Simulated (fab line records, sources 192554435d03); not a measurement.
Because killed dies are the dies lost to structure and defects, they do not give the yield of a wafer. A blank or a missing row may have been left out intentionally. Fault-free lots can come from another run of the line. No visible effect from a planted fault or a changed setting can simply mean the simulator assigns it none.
Chamber matching ; flow n5-finfet ; N5_HKMG_FIN_ALD_71 on ald-metal-04 has 4 sister chambers
The step deposits TiN, target thk 1 nm, pulse time 1 s, purge time 3 s. 8 wafers are shown with their chamber, then 7 later ones without.

WAFERS PAIRED WITH THEIR CHAMBERS
wafer;chamber;heater-power-outer-w (W);heater-power-w (W)
L075.4;1;515;821
L077.1;3;538;830
L077.5;0;591;878
L078.2;2;568;996
L078.4;0;584;899
L078.5;3;536;833
L083.1;1;510;798
L083.5;2;577;989

WAFERS MISSING THEIR CHAMBER
wafer;heater-power-outer-w (W);heater-power-w (W)
L083.6;523;833
L086.3;529;833
L086.4;499;818
L086.5;588;895
L097.1;526;834
L097.2;594;917
L097.3;522;770

CHAMBER TAKEN BY EACH
wafer;from the rows above;in truth
L083.6;can't be placed: 1 or 3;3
L086.3;3;3
L086.4;1;1
L086.5;0;0
L097.1;can't be placed: 3 or 1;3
L097.2;0;0
L097.3;1;1
Correct placement for 5 of the 7. From these rows, 2 cannot be placed; in 2 the true chamber is one of the candidates. Wrongly placed: 0.
How it was worked out, from the rows above alone: a wafer's distance from a chamber is the root of the sum, over the readings, of the square of ((its reading less the chamber's mean) divided by the reading's scatter). If the next closest chamber is less than 2 further off than the closest, the wafer can't be placed; otherwise it belongs to the closest. A chamber's mean is the mean of its shown wafers. The scatter: the root of (the sum of the squares of (reading less its chamber's mean) over the shown wafers, divided by (wafers less chambers)).
